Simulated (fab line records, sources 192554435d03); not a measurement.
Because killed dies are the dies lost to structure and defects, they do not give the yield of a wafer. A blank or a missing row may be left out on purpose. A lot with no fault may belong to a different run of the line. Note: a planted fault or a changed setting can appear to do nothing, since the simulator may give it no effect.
fab line records    flow n5_finfet    part 1 of 2: steps 1 to 22 of 31
record: lots: 5  wafers: 15  last_day: 16
route steps=1938 shown DUMMY_GATE@256 SPACER0@258 SD_EPI_N@262
lots that met no fault: from a run of the same line without faults
start_h: the number of hours between the record's first day and the start of the first shown wafer of the lot    wait_h: hours elapsed since this lot's preceding step    " repeats the value in the row above    L1.1+2: a row that stands for several wafers    - value missing, or start not given    * or withheld: withheld    < > ~ a bound
route shown NAME@n: a module of which the file shows steps, and the number in the route of the first    usual: mean/standard deviation of fault-free wafers    same: alike in all rows    chamber/n: place in a boat    sites: each site's reading    _std_site: how widely they spread, as a standard deviation    _edge_site: mean of outer sites minus mean of inner sites    radius_mm: for every site, how far away it sits from the centre of the wafer    mask NAME#n: copy n    behind: the most recent tool/chamber to have shaped the wafer    hold: why the lot went on hold/how many hours it stayed there/how the hold came to an end    device: which transistor (n, p or np) failed to switch    end of line: at the end of the route, the tests of the same wafers    step lacking rows: just its recipe    killed: at the first sort, the dies lost to defects and structure; wafer yield is something else    map: per-die view of a wafer (x killed, . not killed, _ where there is no die)
set.NAME: the run value of the setting; set.NAME@STEP: its run value at that earlier step    model.NAME: the simulator's own value behind a step, which no gauge read
certain route steps with their lots: each step a table, each wafer a row
services: from which hour (start_h, from the record's first day; less than 0 if before it) a tool's chamber was out of use, for how many hours, and why
== steps ==
step: N5_DUMMY_GATE_UV_OZONE_45
recipe: time_s: 120  pressure_torr: 760  temp_c: 25
lot.wafer   tool          chamber  start_h  wait_h
L075.3+4+5  wet_bench-01  7,2,6    52.75    0.0
L076.1+2+6  wet_bench-03  6,1,2    59.86    0.0
L082.4+5+6  wet_bench-02  7,4,5    94.39    0.0
L091.2+4+5  wet_bench-01  7,5,6    150.67   0.0
L092.1+3+5  wet_bench-01  4,3,0    155.85   0.0
step: N5_DUMMY_GATE_INSPECT_27
recipe: inspect_instrument: brightfield  mode: aei
usual: raw_defect_count: 317/97
lot.wafer  tool               chamber  start_h  wait_h  raw_defect_count
L075.3     defect_inspect-02  -        52.81    0.0     268
L075.4     "                  -        "        "       427
L075.5     "                  -        "        "       439
L076.1     defect_inspect-02  -        59.92    0.0     243
L076.2     "                  -        "        "       228
L076.6     "                  -        "        "       258
L082.4     defect_inspect-01  -        94.45    0.0     251
L082.5     "                  -        "        "       269
L082.6     "                  -        "        "       323
L091.2     defect_inspect-01  -        150.72   0.0     328
L091.4     "                  -        "        "       330
L091.5     "                  -        "        "       297
L092.1     defect_inspect-02  -        155.91   0.0     222
L092.3     "                  -        "        "       330
L092.5     "                  -        "        "       261
step: N5_SPACER0_ALD_07
recipe: material: SiNx  target_thk_a: 20  temp_c: 400  ald_precursor_family: SiH2I2  ald_co_reactant: N2/H2-plasma  pressure_torr: 2
usual: heater_power_outer_w: 524/45  heater_power_w: 864/98
lot.wafer  tool        chamber  start_h  wait_h  heater_power_outer_w  heater_power_w  since_wet_clean_h
L075.3     ald_sin-02  0        52.90    0.1     517                   835             332
L075.4     "           1        "        "       459                   728             332
L075.5     "           0        "        "       528                   886             -
L076.1     ald_sin-02  0        59.95    0.0     526                   857             339
L076.2     "           3        "        "       518                   943             339
L076.6     "           2        "        "       498                   796             -
L082.4     ald_sin-01  3        96.28    1.8     550                   847             84
L082.5     "           2        "        "       616                   984             -
L082.6     "           1        "        "       471                   771             -
L091.2     ald_sin-02  2        150.76   0.0     499                   852             50
L091.4     "           1        "        "       476                   728             50
L091.5     "           1        "        "       492                   713             -
L092.1     ald_sin-02  1        158.35   2.4     487                   715             57
L092.3     "           2        "        "       516                   871             57
L092.5     "           1        "        "       487                   734             -
step: N5_SPACER0_ALD_00
recipe: material: SiOCN  target_thk_a: 35  temp_c: 400  ald_precursor_family: alkyl-aminosilane  ald_co_reactant: O2/N2-plasma  pulse_time_s: 3  purge_time_s: 2  co_reactant_purge_time_s: 2  ald_cycles: 58  pressure_torr: 2
usual: heater_power_outer_w: 523/46  heater_power_w: 864/97  precursor_pulse_height_rel: 1.001/0.019
lot.wafer  tool        chamber  start_h  wait_h  heater_power_outer_w  heater_power_w  precursor_pulse_height_rel  since_wet_clean_h
L075.3     ald_sin-02  0        53.05    0.1     544                   872             0.991                       332
L075.4     "           1        "        "       467                   730             1.000                       332
L075.5     "           0        "        "       525                   872             0.975                       -
L076.1     ald_sin-02  0        60.10    0.1     527                   870             0.980                       339
L076.2     "           3        "        "       511                   983             1.004                       339
L076.6     "           2        "        "       505                   840             1.002                       -
L082.4     ald_sin-01  3        96.43    0.1     555                   827             1.032                       84
L082.5     "           2        "        "       618                   997             0.973                       -
L082.6     "           1        "        "       479                   774             1.001                       -
L091.2     ald_sin-02  2        150.91   0.1     524                   869             0.986                       50
L091.4     "           1        "        "       476                   728             1.010                       50
L091.5     "           1        "        "       477                   728             1.027                       -
L092.1     ald_sin-02  1        158.50   0.1     496                   737             1.011                       57
L092.3     "           2        "        "       511                   850             0.976                       57
L092.5     "           1        "        "       467                   738             0.999                       -
step: N5_SPACER0_ALD_08
recipe: material: SiNx  target_thk_a: 20  temp_c: 400  ald_precursor_family: SiH2I2  ald_co_reactant: N2/H2-plasma  pressure_torr: 2
usual: heater_power_outer_w: 524/45  heater_power_w: 863/97
lot.wafer  tool        chamber  start_h  wait_h  heater_power_outer_w  heater_power_w  since_wet_clean_h
L075.3     ald_sin-02  0        53.31    0.1     514                   866             332
L075.4     "           1        "        "       453                   729             332
L075.5     "           0        "        "       531                   886             -
L076.1     ald_sin-02  0        60.36    0.1     536                   864             339
L076.2     "           3        "        "       530                   981             339
L076.6     "           2        "        "       510                   797             -
L082.4     ald_sin-01  3        96.69    0.1     553                   829             84
L082.5     "           2        "        "       619                   1000            -
L082.6     "           1        "        "       479                   790             -
L091.2     ald_sin-02  2        151.17   0.1     508                   846             50
L091.4     "           1        "        "       489                   727             50
L091.5     "           1        "        "       479                   731             -
L092.1     ald_sin-02  1        158.76   0.1     476                   728             58
L092.3     "           2        "        "       522                   823             58
L092.5     "           1        "        "       488                   739             -
step: N5_SPACER0_INSPECT_04
recipe: inspect_instrument: darkfield  mode: post_dep
usual: raw_defect_count: 144/39
lot.wafer  tool               chamber  start_h  wait_h  raw_defect_count
L075.3     defect_inspect-01  -        53.47    0.1     92
L075.4     "                  -        "        "       165
L075.5     "                  -        "        "       175
L076.1     defect_inspect-01  -        60.52    0.1     111
L076.2     "                  -        "        "       128
L076.6     "                  -        "        "       126
L082.4     defect_inspect-02  -        96.85    0.1     113
L082.5     "                  -        "        "       137
L082.6     "                  -        "        "       173
L091.2     defect_inspect-02  -        151.33   0.1     135
L091.4     "                  -        "        "       150
L091.5     "                  -        "        "       148
L092.1     defect_inspect-02  -        158.92   0.1     145
L092.3     "                  -        "        "       167
L092.5     "                  -        "        "       121
step: N5_SD_EPI_N_COAT_32
recipe: resist: SOC  temp_c: 250  time_s: 60  spin_rpm: 1500  resist_thk_nm: 350
usual: plate_temp_C: 249.99/0.19
lot.wafer  tool            chamber  start_h  wait_h  plate_temp_C
L075.3     litho_track-01  0        53.50    0.0     250.05
L075.4     "               0        "        "       249.84
L075.5     "               0        "        "       249.92
L076.1     litho_track-02  0        60.55    0.0     249.71
L076.2     "               0        "        "       249.94
L076.6     "               0        "        "       249.90
L082.4     litho_track-02  0        96.88    0.0     250.22
L082.5     "               0        "        "       249.75
L082.6     "               0        "        "       250.16
L091.2     litho_track-03  0        151.36   0.0     250.25
L091.4     "               0        "        "       250.33
L091.5     "               0        "        "       250.36
L092.1     litho_track-03  0        158.95   0.0     249.97
L092.3     "               0        "        "       249.87
L092.5     "               0        "        "       250.14
step: N5_SD_EPI_N_COAT_33
recipe: resist: SiARC  temp_c: 220  time_s: 60  spin_rpm: 1500  resist_thk_nm: 35
usual: plate_temp_C: 219.99/0.18
lot.wafer  tool            chamber  start_h  wait_h  plate_temp_C
L075.3     litho_track-01  0        -        -       220.08
L075.4     "               0        "        "       220.10
L075.5     "               0        "        "       220.00
L076.1     litho_track-02  0        -        -       219.65
L076.2     "               0        "        "       219.79
L076.6     "               0        "        "       219.65
L082.4     litho_track-02  0        -        -       220.00
L082.5     "               0        "        "       219.84
L082.6     "               0        "        "       219.85
L091.2     litho_track-03  0        -        -       220.18
L091.4     "               0        "        "       220.10
L091.5     "               0        "        "       220.12
L092.1     litho_track-03  0        -        -       220.06
L092.3     "               0        "        "       219.99
L092.5     "               0        "        "       220.05
step: N5_SD_EPI_N_COAT_03
recipe: resist: CAR-ArF-block  spin_rpm: 1500  resist_thk_nm: 150
lot.wafer   tool            chamber  start_h  wait_h
L075.3+4+5  litho_track-01  0        -        -
L076.1+2+6  litho_track-02  0        -        -
L082.4+5+6  litho_track-02  0        -        -
L091.2+4+5  litho_track-03  0        -        -
L092.1+3+5  litho_track-03  0        -        -
step: N5_SD_EPI_N_EBR_05
recipe: solvent: PGMEA  ebr_width_mm: 1.5
lot.wafer   tool            chamber  start_h  wait_h
L075.3+4+5  litho_track-01  0        -        -
L076.1+2+6  litho_track-02  0        -        -
L082.4+5+6  litho_track-02  0        -        -
L091.2+4+5  litho_track-03  0        -        -
L092.1+3+5  litho_track-03  0        -        -
step: N5_SD_EPI_N_SOFTBAKE_04
recipe: temp_c: 110  time_s: 60  resist: CAR-ArF-block
usual: plate_temp_C: 110.00/0.14
lot.wafer  tool            chamber  start_h  wait_h  plate_temp_C
L075.3     litho_track-01  0        -        -       110.20
L075.4     "               0        "        "       109.97
L075.5     "               0        "        "       110.16
L076.1     litho_track-02  0        -        -       110.19
L076.2     "               0        "        "       109.99
L076.6     "               0        "        "       110.13
L082.4     litho_track-02  0        -        -       110.00
L082.5     "               0        "        "       110.17
L082.6     "               0        "        "       110.35
L091.2     litho_track-03  0        -        -       110.09
L091.4     "               0        "        "       109.75
L091.5     "               0        "        "       109.99
L092.1     litho_track-03  0        -        -       109.91
L092.3     "               0        "        "       110.00
L092.5     "               0        "        "       110.12
step: N5_SD_EPI_N_EXPOSE_06
recipe: mask_id: SD_N_BLK  na: 1.35  source_shape: conventional  sigma_outer: 0.8  polarization: unpolarized  target_cd_nm: 120  dose_mj: 39.75
lot.wafer   tool             chamber  start_h  wait_h  mask
L075.3+4+5  arfi_scanner-02  0        53.75    -       SD_N_BLK#0
L076.1+2+6  arfi_scanner-02  0        60.67    -       SD_N_BLK#0
L082.4+5+6  arfi_scanner-01  0        97.16    -       SD_N_BLK#0
L091.2+4+5  arfi_scanner-01  0        151.61   -       SD_N_BLK#0
L092.1+3+5  arfi_scanner-01  0        159.07   -       SD_N_BLK#0
step: N5_SD_EPI_N_PEB_07
recipe: peb_temp_c: 110  peb_time_s: 60  resist: CAR-ArF-block
usual: plate_temp_C: 110.02/0.16
same: peb_time_s: 60
lot.wafer  tool            chamber  start_h  wait_h  plate_temp_C
L075.3     litho_track-02  0        53.80    0.0     110.01
L075.4     "               0        "        "       109.89
L075.5     "               0        "        "       109.89
L076.1     litho_track-02  0        60.73    0.1     109.63
L076.2     "               0        "        "       109.79
L076.6     "               0        "        "       109.73
L082.4     litho_track-03  0        97.21    0.0     110.00
L082.5     "               0        "        "       110.14
L082.6     "               0        "        "       110.24
L091.2     litho_track-02  0        151.66   0.0     110.28
L091.4     "               0        "        "       110.12
L091.5     "               0        "        "       110.11
L092.1     litho_track-01  0        159.12   0.1     110.00
L092.3     "               0        "        "       110.04
L092.5     "               0        "        "       109.99
step: N5_SD_EPI_N_DEVELOP_08
recipe: develop_time_s: 30  developer: TMAH  resist: CAR-ArF-block  dev_temp_c: 23  rinse_liquid: diw  dry: air_spin
lot.wafer   tool            chamber  start_h  wait_h
L075.3+4+5  litho_track-02  0        -        -
L076.1+2+6  litho_track-02  0        -        -
L082.4+5+6  litho_track-03  0        -        -
L091.2+4+5  litho_track-02  0        -        -
L092.1+3+5  litho_track-01  0        -        -
step: N5_SD_EPI_N_CD_MEAS_09
recipe: target_cd_nm: 120  landing_energy_ev: 500  detector: se_inlens
usual: cd_nm: 120.2/0.64
lot.wafer  tool       chamber  start_h  wait_h  cd_nm
L075.3     cd_sem-01  0        53.87    -       119.5
L075.4     "          0        "        "       119.6
L075.5     "          0        "        "       119.3
L076.1     cd_sem-03  0        60.79    -       119.1
L076.2     "          0        "        "       119.7
L076.6     "          0        "        "       118.9
L082.4     cd_sem-02  0        97.27    -       119.8
L082.5     "          0        "        "       119.7
L082.6     "          0        "        "       119.5
L091.2     cd_sem-02  0        151.73   -       119.9
L091.4     "          0        "        "       119.4
L091.5     "          0        "        "       120.1
L092.1     cd_sem-01  0        159.19   -       121.1
L092.3     "          0        "        "       120.3
L092.5     "          0        "        "       120.4
step: N5_SD_EPI_N_OVL_MEAS_10
recipe: points_per_wafer: 44
usual: SD_N_BLK_OVL: 0.6/0.71
lot.wafer  tool        chamber  start_h  wait_h  SD_N_BLK_OVL[nm]
L075.3     overlay-02  0        53.90    0.0     2.1
L075.4     "           0        "        "       0.4
L075.5     "           0        "        "       2.1
L076.1     overlay-01  0        60.82    0.0     0.1
L076.2     "           0        "        "       0.6
L076.6     "           0        "        "       -0.3
L082.4     overlay-02  0        97.30    0.0     0.8
L082.5     "           0        "        "       1.2
L082.6     "           0        "        "       -0.5
L091.2     overlay-01  0        151.76   0.0     0.5
L091.4     "           0        "        "       -0.7
L091.5     "           0        "        "       0.1
L092.1     overlay-02  0        159.22   0.0     0.5
L092.3     "           0        "        "       0.7
L092.5     "           0        "        "       1.5
step: N5_SD_EPI_N_INSPECT_11
recipe: mode: adi  inspect_instrument: macro
usual: raw_defect_count: 1.8/1.3
lot.wafer  tool               chamber  start_h  wait_h  raw_defect_count
L075.3     defect_inspect-01  -        53.92    0.0     1
L075.4     "                  -        "        "       1
L075.5     "                  -        "        "       1
L076.1     defect_inspect-01  -        60.85    0.0     1
L076.2     "                  -        "        "       3
L076.6     "                  -        "        "       1
L082.4     defect_inspect-02  -        97.33    0.0     3
L082.5     "                  -        "        "       4
L082.6     "                  -        "        "       2
L091.2     defect_inspect-01  -        151.78   0.0     0
L091.4     "                  -        "        "       2
L091.5     "                  -        "        "       1
L092.1     defect_inspect-01  -        159.24   0.0     1
L092.3     "                  -        "        "       2
L092.5     "                  -        "        "       1
step: N5_SD_EPI_N_DESCUM_14
recipe: chemistry: O2  time_s: 7.9  source_power_w: 50  bias_power_w: 20  pressure_mtorr: 20  rf_frequency_hz: 2.712e+07  temp_c: 40  resist: CAR-ArF-block  o2_flow_sccm: 225
usual: drypump_motor_current_A: 5.8/0.38  oes_product_au: 0.77/0.091  rf_vpp_V: 243.1/1.6  showerhead_plenum_p_Torr: 2.09/0.084  throttle_valve_pct: 20.37/0.24
lot.wafer  tool         chamber  start_h  wait_h  drypump_motor_current_A  oes_product_au  rf_hours_counter_h  rf_vpp_V  showerhead_plenum_p_Torr  throttle_valve_pct
L075.3     rie_diel-05  0        53.95    0.0     6.6                      0.86            60                  245.0     2.21                      20.36
L075.4     "            2        "        "       5.1                      0.67            238                 240.0     1.95                      20.22
L075.5     "            1        "        "       5.6                      0.75            -                   240.9     1.98                      20.18
L076.1     rie_diel-04  2        60.88    0.0     5.4                      0.77            140                 241.4     2.03                      20.50
L076.2     "            0        "        "       6.4                      0.74            195                 245.0     2.16                      20.96
L076.6     "            2        "        "       5.4                      0.76            -                   242.9     2.03                      20.47
L082.4     rie_diel-03  0        97.76    0.4     5.8                      0.71            184                 244.1     2.18                      20.10
L082.5     "            0        "        "       5.8                      0.71            -                   245.8     2.18                      20.10
L082.6     "            3        "        "       5.5                      0.68            -                   243.3     2.08                      20.93
L091.2     rie_diel-03  3        151.81   0.0     5.5                      0.94            10                  241.1     2.07                      20.51
L091.4     "            0        "        "       5.8                      0.70            204                 243.9     2.18                      20.13
L091.5     "            0        "        "       5.8                      0.70            -                   243.5     2.18                      20.13
L092.1     rie_diel-03  1        159.28   0.0     5.8                      0.88            22                  242.7     2.12                      20.37
L092.3     "            3        "        "       5.5                      0.94            12                  242.0     2.07                      20.50
L092.5     "            3        "        "       5.5                      0.94            -                   243.6     2.07                      20.50
step: N5_SD_EPI_N_ETCH_34
recipe: chemistry: CF4  target: SiARC  target_depth_a: 455  mask_material: CAR-ArF-block  time_s: 75.8  ion_energy_ev: 80  pressure_mtorr: 40  source_w: 545  bias_w: 36  Ar_flow_sccm: 100  cf4_flow_sccm: 100  ends: cleared
usual: drypump_motor_current_A: 5.8/0.38  etch_rf_on_time_s: 76.7/1.7  oes_product_au: 0.66/0.077  rf_vpp_V: 184.1/1.4  showerhead_plenum_p_Torr: 2.14/0.078  throttle_valve_pct: 15.59/0.19
lot.wafer  tool         chamber  start_h  wait_h  drypump_motor_current_A  etch_rf_on_time_s  oes_product_au  rf_hours_counter_h  rf_vpp_V  showerhead_plenum_p_Torr  throttle_valve_pct
L075.3     rie_diel-05  0        53.99    0.0     6.6                      76.5               0.73            60                  185.1     2.27                      15.61
L075.4     "            2        "        "       5.1                      75.3               0.58            238                 181.9     2.04                      15.70
L075.5     "            1        "        "       5.6                      77.1               0.63            -                   183.3     2.05                      15.52
L076.1     rie_diel-04  2        60.92    0.0     5.5                      75.5               0.65            140                 182.0     2.07                      15.58
L076.2     "            0        "        "       6.4                      74.5               0.64            195                 186.6     2.22                      16.15
L076.6     "            2        "        "       5.5                      75.9               0.65            -                   183.8     2.07                      15.57
L082.4     rie_diel-03  0        97.80    0.0     5.8                      77.7               0.60            184                 185.0     2.22                      15.33
L082.5     "            0        "        "       5.8                      77.4               0.62            -                   183.6     2.22                      15.35
L082.6     "            3        "        "       5.5                      74.8               0.59            -                   182.6     2.11                      16.04
L091.2     rie_diel-03  3        151.85   0.0     5.5                      76.2               0.81            10                  182.9     2.11                      15.54
L091.4     "            0        "        "       5.7                      79.1               0.60            204                 185.1     2.21                      15.37
L091.5     "            0        "        "       5.8                      79.2               0.60            -                   184.4     2.21                      15.37
L092.1     rie_diel-03  1        159.31   0.0     5.8                      77.0               0.75            23                  184.7     2.17                      15.50
L092.3     "            3        "        "       5.5                      76.0               0.80            12                  183.9     2.11                      15.54
L092.5     "            3        "        "       5.5                      75.2               0.80            -                   183.0     2.11                      15.55
step: N5_SD_EPI_N_ETCH_35
recipe: chemistry: N2/H2  target: SOC  overetch_a: 1080  mask_material: SiARC  temp_c: 40  ion_energy_ev: 100  source_w: 3000  bias_w: 133  pressure_mtorr: 20  time_s: 486  n2_flow_sccm: 200  h2_flow_sccm: 200
usual: drypump_motor_current_A: 5.8/0.38  oes_product_au: 0.69/0.078  rf_vpp_V: 240.7/1.4  showerhead_plenum_p_Torr: 2.53/0.1  throttle_valve_pct: 23.7/0.34
lot.wafer  tool         chamber  start_h  wait_h  drypump_motor_current_A  oes_product_au  rf_hours_counter_h  rf_vpp_V  showerhead_plenum_p_Torr  throttle_valve_pct
L075.3     rie_diel-05  0        54.05    0.0     6.6                      0.77            61                  243.3     2.70                      23.9
L075.4     "            2        "        "       5.1                      0.60            239                 238.8     2.41                      24.0
L075.5     "            1        "        "       5.6                      0.66            -                   239.3     2.43                      23.6
L076.1     rie_diel-04  2        60.97    0.0     5.5                      0.68            140                 240.1     2.45                      23.8
L076.2     "            0        "        "       6.4                      0.67            196                 241.1     2.60                      24.4
L076.6     "            2        "        "       5.5                      0.67            -                   237.7     2.45                      23.8
L082.4     rie_diel-03  0        97.85    0.0     5.8                      0.65            184                 241.7     2.62                      23.1
L082.5     "            0        "        "       5.8                      0.66            -                   241.2     2.62                      23.1
L082.6     "            3        "        "       5.5                      0.61            -                   240.9     2.47                      24.0
L091.2     rie_diel-03  3        151.90   0.0     5.5                      0.85            10                  240.5     2.47                      23.5
L091.4     "            0        "        "       5.8                      0.64            204                 241.5     2.61                      23.2
L091.5     "            0        "        "       5.8                      0.65            -                   242.6     2.61                      23.2
L092.1     rie_diel-03  1        159.37   0.0     5.8                      0.79            23                  240.8     2.61                      24.2
L092.3     "            3        "        "       5.5                      0.83            13                  238.8     2.47                      23.5
L092.5     "            3        "        "       5.5                      0.84            -                   240.1     2.47                      23.5
step: N5_SD_EPI_N_STRIP_36
recipe: chemistry: N2/H2  temp_c: 40  n2_flow_sccm: 200  h2_flow_sccm: 200  rf_frequency_hz: 6e+07
lot.wafer   tool         chamber  start_h  wait_h
L075.3+4+5  rie_diel-05  0,2,1    54.36    0.2
L076.1+2+6  rie_diel-04  2,0,2    61.29    0.2
L082.4+5+6  rie_diel-03  0,0,3    98.17    0.2
L091.2+4+5  rie_diel-03  3,0,0    152.22   0.2
L092.1+3+5  rie_diel-03  1,3,3    159.68   0.2
step: N5_SD_EPI_N_ETCHBACK_44
recipe: chemistry: CH3F/O2  mode: anisotropic_etchback  target: SiNx  target_depth_a: 145  stop_on: SiO2  over_etch_frac: 0.3  ion_energy_ev: 120  pressure_mtorr: 30  source_w: 395  bias_w: 73  Ar_flow_sccm: 150  CH3F_flow_sccm: 30  O2_flow_sccm: 20
usual: drypump_motor_current_A: 5.8/0.38  oes_f_703_au: 0.77/0.092  oes_product_au: 0.66/0.074  rf_vpp_V: 297/6.9  showerhead_plenum_p_Torr: 1.99/0.075  throttle_valve_pct: 16.30/0.2
lot.wafer  tool         chamber  start_h  wait_h  drypump_motor_current_A  oes_f_703_au  oes_product_au  rf_hours_counter_h  rf_vpp_V  showerhead_plenum_p_Torr  throttle_valve_pct
L075.3     rie_diel-05  0        54.37    0.0     6.6                      0.84          0.74            61                  299       2.11                      16.29
L075.4     "            2        "        "       5.1                      0.68          0.58            239                 288       1.90                      16.42
L075.5     "            1        "        "       5.6                      0.71          0.63            -                   301       1.91                      16.26
L076.1     rie_diel-04  2        61.30    0.0     5.5                      0.75          0.65            140                 307       1.92                      16.24
L076.2     "            0        "        "       6.4                      0.76          0.63            196                 290       2.08                      16.94
L076.6     "            2        "        "       5.5                      0.75          0.65            -                   307       1.92                      16.23
L082.4     rie_diel-03  0        98.18    0.0     5.8                      0.71          0.63            184                 305       2.07                      16.00
L082.5     "            0        "        "       5.8                      0.71          0.62            -                   305       2.07                      16.02
L082.6     "            3        "        "       5.5                      0.70          0.59            -                   286       1.97                      16.76
L091.2     rie_diel-03  3        152.23   0.0     5.5                      0.96          0.80            10                  287       1.97                      16.27
L091.4     "            0        "        "       5.8                      0.70          0.61            204                 304       2.07                      16.04
L091.5     "            0        "        "       5.8                      0.69          0.62            -                   305       2.07                      16.05
L092.1     rie_diel-03  1        159.69   0.0     5.7                      0.89          0.75            23                  302       2.02                      16.21
L092.3     "            3        "        "       5.5                      0.95          0.80            13                  287       1.96                      16.27
L092.5     "            3        "        "       5.5                      0.96          0.80            -                   287       1.97                      16.28
